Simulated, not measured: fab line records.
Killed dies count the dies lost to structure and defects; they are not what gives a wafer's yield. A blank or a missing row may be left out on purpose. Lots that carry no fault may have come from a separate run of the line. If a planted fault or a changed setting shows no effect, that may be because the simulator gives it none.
fab line records	flow n5_finfet
record lots=7	wafers=20	last_day=18
route steps=1938 shown BEOL_M9@1419 BEOL_M10@1470 BEOL_M15@1830 PASSIVATION@1936
lots with no fault: from the same line, run without faults
start_h: start of the lot's first displayed wafer, in hours after the record's first day	wait_h: time in hours since the lot's previous step	" repeats the value in the row above	L1.1+2: a row that stands for several wafers	- no value present, or no start provided	* or withheld: withheld	< > ~ a bound
route shown NAME@n: names a module that has steps shown in the file, with the first one's number in the route	usual: the fault-free wafers' mean and standard deviation	same: alike in all rows	chamber/n: place in a boat	sites: per-site readings	_std_site: standard deviation of those values	_edge_site: the outer-site mean with the inner-site mean subtracted	radius_mm: how far each site lies from the wafer's centre	mask NAME#n: copy n	behind: the tool/chamber that last shaped the wafer	hold: reason for holding the lot/hours on hold/outcome of the hold	device: whichever transistor did not switch (one of n, p or np)	end of line: the tests these same wafers got at the end of their route	a step given without rows: its recipe and nothing more	killed: not the wafer's yield, but the dies lost to structure and defects at the first sort	map: a wafer's dies, marking killed ones x, the rest . and places with no die _
set.NAME: the setting as run; set.NAME@STEP: as run at that earlier step	model.NAME: the simulator's own value behind a step, which no gauge read
one table for each step of the route and one row for each wafer, over a sample of lots
services: when a tool's chamber went out of use (start_h, in hours from the record's first day, below 0 if earlier), for how many hours, and the reason
## steps
# step N5_BEOL_M9_ETCH_62
# recipe chemistry=N2/H2	target=SOC	target_depth_a=1100	overetch_a=220	mask_material=SiARC	temp_c=40	time_s=165	ion_energy_ev=200	pressure_mtorr=30	source_w=840	bias_w=150	n2_flow_sccm=200	h2_flow_sccm=200
# usual drypump_motor_current_A=5.5/0.51	h2_flow_sccm=200.0/0.62	oes_product_au=0.65/0.061	rf_vpp_V=522.8/2.9	showerhead_plenum_p_Torr=2.51/0.1	throttle_valve_pct=17.79/0.19
lot.wafer	tool	chamber	start_h	wait_h	drypump_motor_current_A	h2_flow_sccm	oes_product_au	rf_hours_counter_h	rf_vpp_V	showerhead_plenum_p_Torr	throttle_valve_pct
L343.2	rie_diel-01	1	224.58	0.0	4.7	200.7	0.59	204	525.7	2.62	18.04
L343.3	"	3	"	"	5.8	199.4	0.58	248	522.6	2.51	18.06
L343.5	"	1	"	"	4.7	201.0	0.59	-	526.6	2.62	18.05
L346.2	rie_diel-02	3	250.74	0.0	5.9	200.0	0.64	161	525.5	2.54	17.77
L346.3	"	0	"	"	5.3	201.3	0.71	68	526.5	2.69	17.57
L346.4	"	2	"	"	5.1	199.9	0.62	181	521.3	2.42	17.80
L349.2	rie_diel-02	0	259.23	0.0	5.2	199.8	0.71	71	527.1	2.69	17.59
L349.6	"	0	"	"	5.2	200.0	0.70	-	529.0	2.69	17.60
L357.2	rie_diel-06	3	315.07	0.0	5.6	200.0	0.79	12	526.5	2.71	17.53
L357.3	"	2	"	"	5.0	198.8	0.60	199	520.9	2.42	17.87
L357.5	"	1	"	"	5.0	200.2	0.63	-	520.5	2.42	17.86
L361.1	rie_diel-01	0	348.00	0.0	5.4	200.4	0.63	164	518.5	2.33	17.70
L361.3	"	1	"	"	4.7	200.3	0.57	247	526.0	2.60	18.13
L361.5	"	3	"	"	5.8	199.7	0.78	-	521.2	2.50	17.63
L363.2	rie_diel-01	1	348.56	0.0	4.7	199.9	0.57	247	524.3	2.60	18.12
L363.3	"	0	"	"	5.4	201.1	0.62	164	517.9	2.33	17.69
L363.5	"	1	"	"	4.7	199.5	0.57	-	525.4	2.60	18.12
L362.1	rie_diel-02	3	348.74	0.0	5.9	199.3	0.62	190	523.0	2.52	17.79
L362.3	"	0	"	"	5.2	200.2	0.68	99	526.5	2.67	17.63
L362.5	"	0	"	"	5.2	200.3	0.68	-	527.6	2.67	17.63
# step N5_BEOL_M9_ETCH_66
# recipe chemistry=N2/H2	target=SOC	target_depth_a=800	overetch_a=160	mask_material=SiARC	temp_c=40	time_s=120	ion_energy_ev=200	pressure_mtorr=30	source_w=840	bias_w=150	n2_flow_sccm=200	h2_flow_sccm=200
# usual drypump_motor_current_A=5.4/0.5	h2_flow_sccm=200.1/0.55	oes_product_au=0.57/0.047	rf_vpp_V=523/3.1	showerhead_plenum_p_Torr=2.50/0.11	throttle_valve_pct=17.82/0.21
lot.wafer	tool	chamber	start_h	wait_h	drypump_motor_current_A	h2_flow_sccm	oes_product_au	rf_hours_counter_h	rf_vpp_V	showerhead_plenum_p_Torr	throttle_valve_pct
L343.2	rie_diel-01	1	227.42	0.0	4.7	201.0	0.54	205	525	2.62	18.03
L343.3	"	0	"	"	5.4	199.9	0.59	122	518	2.35	17.61
L343.5	"	0	"	"	5.4	200.3	0.59	-	519	2.35	17.61
L346.2	rie_diel-06	2	253.34	0.0	5.0	200.1	0.55	177	520	2.43	17.84
L346.3	"	1	"	"	5.0	201.1	0.57	167	520	2.43	17.84
L346.4	"	1	"	"	4.9	200.7	0.57	-	521	2.43	17.83
L349.2	rie_diel-01	1	260.28	0.0	4.7	201.2	0.53	219	526	2.62	18.06
L349.6	"	2	"	"	6.2	200.4	0.54	-	523	2.52	17.68
L357.2	rie_diel-02	0	318.18	0.0	5.3	201.3	0.62	88	526	2.68	17.59
L357.3	"	1	"	"	6.3	200.0	0.57	190	521	2.43	17.75
L357.5	"	3	"	"	5.9	201.1	0.57	-	523	2.53	17.79
L361.1	rie_diel-06	1	349.10	0.0	5.0	200.0	0.56	200	521	2.42	17.88
L361.3	"	3	"	"	5.6	200.2	0.70	21	527	2.71	17.51
L361.5	"	3	"	"	5.6	199.3	0.69	-	528	2.71	17.53
L363.2	rie_diel-02	0	349.67	0.0	5.2	200.2	0.62	99	528	2.67	17.63
L363.3	"	1	"	"	6.3	200.0	0.57	201	520	2.42	17.76
L363.5	"	2	"	"	5.1	199.9	0.54	-	520	2.41	17.84
L362.1	rie_diel-06	1	350.22	0.0	4.9	198.8	0.56	200	520	2.42	17.86
L362.3	"	2	"	"	5.0	200.4	0.53	209	521	2.41	17.85
L362.5	"	0	"	"	5.5	200.5	0.53	-	524	2.52	18.31
# step N5_BEOL_M9_ALD_74
# recipe material=TaN	target_thk_a=20	temp_c=275	ald_precursor_family=PDMAT	ald_co_reactant=NH3	pressure_torr=3	carrier_flow_sccm=1500	pulse_time_s=2	purge_time_s=3	co_reactant_purge_time_s=2	co_reactant_pulse_time_s=3	ald_cycles=40	precursor_vessel_temp_c=75	precursor_vessel_pressure_torr=26.25	precursor_vessel_carrier_sccm=1000
# usual ald_cycles=40/0	heater_power_w=411/27	mfc_carrier_sccm=1500/4.8	susceptor_temp_C=274.98/0.18
# same co_reactant_purge_time_s=2
lot.wafer	tool	chamber	start_h	wait_h	ald_cycles	heater_power_w	mfc_carrier_sccm	since_wet_clean_h	susceptor_temp_C
L343.2	ald_metal-04	3	228.71	0.0	40	389	1501	4507	274.99
L343.3	"	0	"	"	40	426	1495	4507	274.80
L343.5	"	2	"	"	40	384	1499	-	275.01
L346.2	ald_metal-04	3	254.45	0.0	40	386	1495	4533	275.15
L346.3	"	2	"	"	40	388	1504	4533	274.98
L346.4	"	0	"	"	40	436	1496	4533	274.52
L349.2	ald_metal-04	2	263.10	0.1	30	388	1497	4541	-
L349.6	"	0	"	"	40	439	1496	-	274.91
L357.2	ald_metal-03	2	319.24	0.0	40	378	1508	6136	274.96
L357.3	"	0	"	"	40	399	1511	6136	275.22
L357.5	"	0	"	"	40	394	1512	-	275.22
L361.1	ald_metal-04	3	350.13	0.1	40	377	1502	4628	275.07
L361.3	"	2	"	"	40	394	1502	4628	275.12
L361.5	"	0	"	"	40	431	1500	-	274.79
L363.2	ald_metal-04	3	351.09	0.0	40	382	1499	4629	274.77
L363.3	"	2	"	"	40	385	1508	4629	274.65
L363.5	"	2	"	"	40	380	1498	-	274.71
L362.1	ald_metal-03	1	351.41	0.1	40	465	1510	0	274.99
L362.3	"	0	"	"	40	400	1501	0	275.03
L362.5	"	3	"	"	40	377	1501	-	274.84
# step N5_BEOL_M10_ILD_DEP_00
# recipe material=SiCOH_lowk	target_thk_a=3085.1	temp_c=300	precursor=DEMS/porogen	pressure_torr=5	rf_w=500	time_s=58
# usual heater_power_w=323/69	showerhead_plenum_p_Torr=5.738/0.021	susceptor_temp_C=300.02/0.19	throttle_valve_pct=13.8/1.1
lot.wafer	tool	chamber	start_h	wait_h	heater_power_w	showerhead_plenum_p_Torr	since_wet_clean_h	susceptor_temp_C	throttle_valve_pct
L343.2	pecvd-02	2	230.73	0.0	232	5.706	181	299.85	13.1
L343.3	"	0	"	"	345	5.743	935	300.09	15.3
L343.5	"	1	"	"	255	5.719	-	299.99	13.6
L346.2	pecvd-01	0	256.08	0.0	309	5.740	1322	299.92	14.4
L346.3	"	1	"	"	376	5.749	2047	299.90	14.7
L346.4	"	1	"	"	393	5.736	-	299.93	14.9
L349.2	pecvd-02	1	264.66	0.0	239	5.715	1694	300.07	13.4
L349.6	"	2	"	"	235	5.697	-	300.02	13.0
L357.2	pecvd-03	0	321.09	0.0	288	5.754	844	300.08	15.1
L357.3	"	2	"	"	288	5.715	90	299.99	12.4
L357.5	"	2	"	"	309	5.718	-	299.92	12.3
L361.1	pecvd-03	1	352.22	0.0	437	5.763	1600	299.85	12.5
L361.3	"	0	"	"	305	5.784	875	300.02	15.3
L361.5	"	0	"	"	307	5.774	-	300.13	15.0
L363.2	pecvd-02	0	352.83	0.0	327	5.766	1057	300.18	15.1
L363.3	"	1	"	"	291	5.709	1782	299.92	13.6
L363.5	"	2	"	"	232	5.707	-	300.09	13.3
L362.1	pecvd-01	2	353.29	0.0	357	5.731	620	300.30	13.9
L362.3	"	1	"	"	353	5.746	2145	299.83	15.0
L362.5	"	2	"	"	352	5.719	-	300.46	14.4
# step N5_BEOL_M15_RC_MEAS_101
# usual COMB_M10=1.4e-11/3.2e-12	COMB_M11=1.31e-11/2.6e-12	COMB_M12=5.3e-12/1.3e-12	COMB_M13=3.5e-12/1.1e-12	COMB_M13_max_site=5.6e-12/1.7e-12	COMB_M14=2.5e-12/9.2e-13	COMB_M15=1.4e-12/7.1e-13	COMB_M5=3.4e-11/7.9e-12	COMB_M5_max_site=5e-11/1.2e-11	COMB_M6=2.4e-11/5.1e-12	COMB_M7=2.3e-11/4.9e-12	COMB_M8=2.4e-11/5.6e-12	COMB_M9=1.4e-11/3e-12	COMB_M9_max_site=2e-11/5.4e-12	SERP_M10=3.02/0.057	SERP_M11=3.07/0.061	SERP_M11_max_site=3.17/0.073	SERP_M12=0.638/0.011	SERP_M13=0.311/0.0054	SERP_M14=0.1589/0.0025	SERP_M5=39.4/1.5	SERP_M6=13.7/0.44	SERP_M7=13.8/0.39	SERP_M8=13.6/0.43	SERP_M8_max_site=14.2/0.49	SERP_M9=3.07/0.057
lot.wafer	tool	chamber	start_h	wait_h	COMB_M10[S/m]	COMB_M11[S/m]	COMB_M12[S/m]	COMB_M13[S/m]	COMB_M13_max_site[S/m]	COMB_M14[S/m]	COMB_M15[S/m]	COMB_M5[S/m]	COMB_M5_max_site[S/m]	COMB_M6[S/m]	COMB_M7[S/m]	COMB_M8[S/m]	COMB_M9[S/m]	COMB_M9_max_site[S/m]	SERP_M10[ohm/um]	SERP_M11[ohm/um]	SERP_M11_max_site[ohm/um]	SERP_M12[ohm/um]	SERP_M13[ohm/um]	SERP_M14[ohm/um]	SERP_M5[ohm/um]	SERP_M6[ohm/um]	SERP_M7[ohm/um]	SERP_M8[ohm/um]	SERP_M8_max_site[ohm/um]	SERP_M9[ohm/um]
L343.2	prober-01	0	272.16	0.2	1.2e-11	1.31e-11	5.4e-12	2.4e-12	3.6e-12	4.1e-12	4e-13	4.1e-11	6e-11	2.7e-11	1.5e-11	3.6e-11	1.6e-11	2.1e-11	3.01	3.11	3.33	0.636	0.317	0.1608	41.3	14.3	13.5	13.6	14.3	3.03
L343.3	"	0	"	"	1.2e-11	1.37e-11	7.3e-12	2.8e-12	4.4e-12	1.7e-12	5e-13	3.6e-11	4.7e-11	2.5e-11	2.4e-11	2e-11	1.8e-11	2.9e-11	3.10	3.14	3.22	0.634	0.317	0.1608	39.2	13.9	14.8	13.7	14.7	3.01
L343.5	"	0	"	"	1.1e-11	1.34e-11	5.2e-12	3e-12	5.4e-12	8e-13	2e-12	3e-11	4.7e-11	2.5e-11	1.8e-11	2.9e-11	1.9e-11	3.3e-11	3.06	3.14	3.32	0.642	0.319	0.1631	38.9	13.7	13.8	13.4	14.9	3.02
L346.2	prober-02	0	297.27	0.2	1.1e-11	1.45e-11	4.9e-12	3.6e-12	5.4e-12	2.2e-12	2.4e-12	5.1e-11	7.2e-11	2.6e-11	2e-11	2.3e-11	1.5e-11	2.1e-11	3.02	3.16	3.26	0.634	0.308	0.1595	39.5	14.1	13.3	13.5	13.9	3.14
L346.3	"	0	"	"	2e-11	1.38e-11	6.2e-12	4.1e-12	4.9e-12	2.8e-12	1.7e-12	2.7e-11	5e-11	2.2e-11	1.8e-11	3e-11	1.3e-11	2.2e-11	2.94	3.04	3.13	0.630	0.315	0.1596	38.6	13.6	14.2	12.9	14.1	3.08
L346.4	"	0	"	"	1.6e-11	1.13e-11	4.6e-12	3.8e-12	6.6e-12	3.2e-12	1.9e-12	3.2e-11	4.4e-11	2.3e-11	2.1e-11	1.7e-11	1.4e-11	2.3e-11	2.98	3.07	3.13	0.644	0.306	0.1651	39.5	13.7	13.5	13.2	14.0	3.17
L349.2	prober-02	0	306.79	0.2	1.5e-11	1.08e-11	6.6e-12	5.2e-12	6.6e-12	2.4e-12	1.3e-12	4.9e-11	7e-11	1.6e-11	3.9e-11	2.4e-11	2.5e-11	3.9e-11	3.02	3.10	3.12	0.638	0.310	0.1548	37.7	13.6	14.4	14.1	14.7	3.06
L349.6	"	0	"	"	1.9e-11	1.14e-11	4.8e-12	2.2e-12	2.7e-12	2.8e-12	1.8e-12	3.3e-11	4.8e-11	2.4e-11	2.6e-11	2.3e-11	1.4e-11	1.9e-11	3.09	3.06	3.18	0.637	0.315	0.1521	38.3	13.4	13.9	13.0	13.7	3.12
L357.2	prober-01	0	358.29	0.2	1.5e-11	1.68e-11	7.3e-12	3e-12	6.8e-12	1.9e-12	1.4e-12	2.5e-11	3.2e-11	2e-11	1.7e-11	2.2e-11	1.2e-11	1.9e-11	3.04	3.09	3.22	0.630	0.318	0.1603	40.3	13.0	14.2	12.4	13.3	3.01
L357.3	"	0	"	"	1.1e-11	1.05e-11	5.1e-12	3.6e-12	6.1e-12	2.2e-12	5e-13	3.4e-11	6.5e-11	2.6e-11	2.1e-11	2.2e-11	1.4e-11	2e-11	3.01	3.02	3.17	0.625	0.314	0.1579	39.6	13.8	14.6	12.9	13.6	3.07
L357.5	"	0	"	"	1.4e-11	1.44e-11	4e-12	3.4e-12	6.3e-12	2e-12	6e-13	3.4e-11	4.8e-11	2.4e-11	2.2e-11	1.8e-11	1.3e-11	2.1e-11	2.98	3.13	3.19	0.643	0.315	0.1607	39.3	13.2	13.4	13.2	14.0	3.14
L361.1	prober-02	0	395.58	0.0	1.7e-11	9.9e-12	6.4e-12	3.7e-12	4.1e-12	2.6e-12	1.9e-12	2.5e-11	3.2e-11	3.5e-11	2e-11	2.4e-11	1.3e-11	1.7e-11	3.09	3.05	3.16	0.639	0.318	0.1560	38.3	13.0	13.9	13.6	14.8	3.23
L361.3	"	0	"	"	1.8e-11	1.61e-11	7.1e-12	3e-12	6.2e-12	2.6e-12	2.1e-12	2.8e-11	4.4e-11	2.3e-11	2.6e-11	1.9e-11	1.1e-11	1.5e-11	3.06	2.92	2.97	0.663	0.308	0.1573	36.5	13.7	13.2	13.4	14.1	3.01
L361.5	"	0	"	"	1.9e-11	1.22e-11	4.4e-12	3.3e-12	4.9e-12	3.2e-12	1.7e-12	3.8e-11	5.2e-11	2.4e-11	3.2e-11	2.2e-11	1.1e-11	2.7e-11	3.02	3.08	3.19	0.647	0.311	0.1553	36.9	13.9	13.8	13.9	14.8	3.07
L363.2	prober-01	0	411.42	0.2	1e-11	9.7e-12	6.5e-12	1.7e-12	2.4e-12	2e-12	1.6e-12	1.8e-11	2.9e-11	2.6e-11	1.6e-11	2.3e-11	1e-11	1.6e-11	3.02	3.00	3.15	0.649	0.311	0.1580	41.4	13.5	13.6	13.3	14.7	2.98
L363.3	"	0	"	"	8e-12	9.9e-12	4.5e-12	3.3e-12	4.3e-12	3e-12	1.1e-12	3.2e-11	4.5e-11	2.4e-11	2e-11	2.7e-11	7e-12	1.4e-11	3.01	3.24	3.31	0.641	0.312	0.1608	40.9	13.7	14.4	13.3	14.2	3.04
L363.5	"	0	"	"	1e-11	1.13e-11	6.4e-12	3.2e-12	1.04e-11	2.8e-12	1.2e-12	4.2e-11	6e-11	2.3e-11	1.7e-11	2.4e-11	8e-12	1e-11	3.04	3.02	3.11	0.656	0.305	0.1576	39.7	13.6	14.4	13.7	14.1	3.09
L362.1	prober-02	0	411.79	0.0	1.5e-11	9.9e-12	5e-12	5.2e-12	5.7e-12	2.7e-12	2e-12	3.7e-11	5.3e-11	2.6e-11	2.3e-11	1.9e-11	1.5e-11	2.3e-11	3.01	3.12	3.22	0.640	0.311	0.1580	38.1	13.8	13.6	13.5	14.4	3.18
L362.3	"	0	"	"	1.3e-11	1.23e-11	5.7e-12	3.2e-12	4.1e-12	1.9e-12	2.3e-12	4.3e-11	5.2e-11	1.9e-11	2.7e-11	2.6e-11	1e-11	1.5e-11	3.03	3.14	3.23	0.640	0.296	0.1592	37.6	13.3	14.0	13.2	13.8	3.12
L362.5	"	0	"	"	1.4e-11	1.34e-11	6e-12	3.7e-12	5e-12	2.3e-12	1.7e-12	3.5e-11	5.3e-11	3.1e-11	1.8e-11	2.3e-11	1.8e-11	2.6e-11	2.99	3.19	3.27	0.634	0.311	0.1559	38.8	13.1	13.6	13.5	14.1	3.00
# sites COMB_M9 radius_mm=0,75,75,75,75,140,140,140,140
L343.2 2.1e-11 1.7e-11 1.8e-11 1.6e-11 1.6e-11 1.7e-11 1.3e-11 1.5e-11 1e-11
L346.2 1.6e-11 1.6e-11 1.4e-11 1.4e-11 2.1e-11 9e-12 1.9e-11 1.5e-11 9e-12
L349.2 2.5e-11 1.9e-11 3.9e-11 1.8e-11 2.7e-11 2.5e-11 1.8e-11 2.5e-11 2.3e-11
L357.2 1.1e-11 1.7e-11 1.9e-11 6e-12 1.6e-11 1.8e-11 1.2e-11 1.2e-11 8e-12
L361.1 1.3e-11 1.5e-11 9e-12 1.3e-11 1.3e-11 1.7e-11 1.1e-11 1.7e-11 7e-12
L363.2 7e-12 8e-12 1.1e-11 9e-12 1.1e-11 1e-11 7e-12 1.6e-11 1.4e-11
L362.1 1.2e-11 2.3e-11 1.2e-11 2.3e-11 1.7e-11 1.1e-11 1.3e-11 2.2e-11 1.5e-11
# step N5_PASSIVATION_PROBE_49
# usual defect_limited_yield=91.2/1.4	killed_at_M0_to_M3=35/11	killed_at_M4_up=12/4.2	killed_at_contacts=13/5.6	killed_at_front_end=40/12	killed_at_other=3.3/2.6	killed_dies=103/17	killed_open=68/12	killed_short=34/7.6	sort_bin_5_function=5.1/0.95	sort_bin_6_memory=3.3/0.68	sort_bin_8_speed=0.00/0.007	sort_n_pass=1077/17	sort_yield_pct=91.2/1.4
# same gross_dies=1180	killed_at_back_side=0	sort_bin_4_leakage[%]=0
lot.wafer	tool	chamber	start_h	wait_h	defect_limited_yield[%]	killed_at_M0_to_M3	killed_at_M4_up	killed_at_contacts	killed_at_front_end	killed_at_other	killed_dies	killed_open	killed_short	sort_bin_5_function[%]	sort_bin_6_memory[%]	sort_bin_8_speed[%]	sort_n_pass	sort_yield_pct[%]
L349.6	prober-02	-	321.58	0.3	94.7	20	6	4	31	2	63	36	27	3.4	1.4	0	1117	94.7
# killed by level:class
L349.6 FIN_SAQP:geometric_particle:open=7 FIN_SAQP:geometric_particle:short=7 GATE_CUT:geometric_particle:short=5 BEOL_M2:geometric_particle:open=5 BEOL_M3:geometric_particle:open=5 MOL_CONTACT_COAG:geometric_particle:open=4 BEOL_M0_SAQP:geometric_particle:open=4 STARTING-WAFER:geometric_particle:short=3
## services
tool	chamber	start_h	hours	kind
pecvd-03	2	202.38	-	clean
pecvd-03	2	202.38	-	consumable_replace:showerhead
pecvd-03	2	202.38	29.0	scheduled_down
pecvd-03	2	202.38	29.0	vent_cycle
pecvd-02	0	210.02	2.1	scheduled_down
ald_metal-04	-	219.47	1.0	repair
rie_diel-01	2	235.65	2.4	repair
rie_diel-01	3	236.99	5.4	repair
rie_diel-01	3	242.70	-	clean
rie_diel-01	3	242.70	-	consumable_replace:esc
rie_diel-01	3	242.70	-	consumable_replace:focus_ring
rie_diel-01	3	242.70	18.6	scheduled_down
rie_diel-01	3	242.70	18.6	vent_cycle
rie_diel-06	3	247.21	-	clean
rie_diel-06	3	247.21	-	consumable_replace:focus_ring
rie_diel-06	3	247.21	-	consumable_replace:showerhead
rie_diel-06	3	247.21	23.3	scheduled_down
rie_diel-06	3	247.21	23.3	vent_cycle
rie_diel-01	0	277.94	1.8	repair
rie_diel-01	3	279.67	7.2	repair
rie_diel-02	3	292.71	8.2	repair
rie_diel-02	2	316.58	4.0	repair
pecvd-03	-	329.53	5.4	repair
ald_metal-03	-	337.25	14.0	pm
## key
first_sign step=N5_BEOL_M9_ALD_74	reading=ald_cycles	direction=down	sigmas=99+	usual=*	struck=*
effect step=N5_BEOL_M15_RC_MEAS_101	reading=COMB_M9	direction=up	sigmas=3.9	usual=1.4e-11	struck=2.5e-11
met_at N5_BEOL_M9_ALD_74
struck_lots L349
struck_wafers L349.2
not_acting_at N5_BEOL_M9_ETCH_62,N5_BEOL_M9_ETCH_66,N5_BEOL_M10_ILD_DEP_00
onset_between 254.45 263.10
fault kind=process_parameter_drift	tool=ald_metal-04	chamber=-	onset_h=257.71	steps=N5_BEOL_M9_ALD_74	channel=ald_cycles	offset=*	shape=step	end_h=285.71	scope=struck_wafers_only	acts_in=*	stated=*
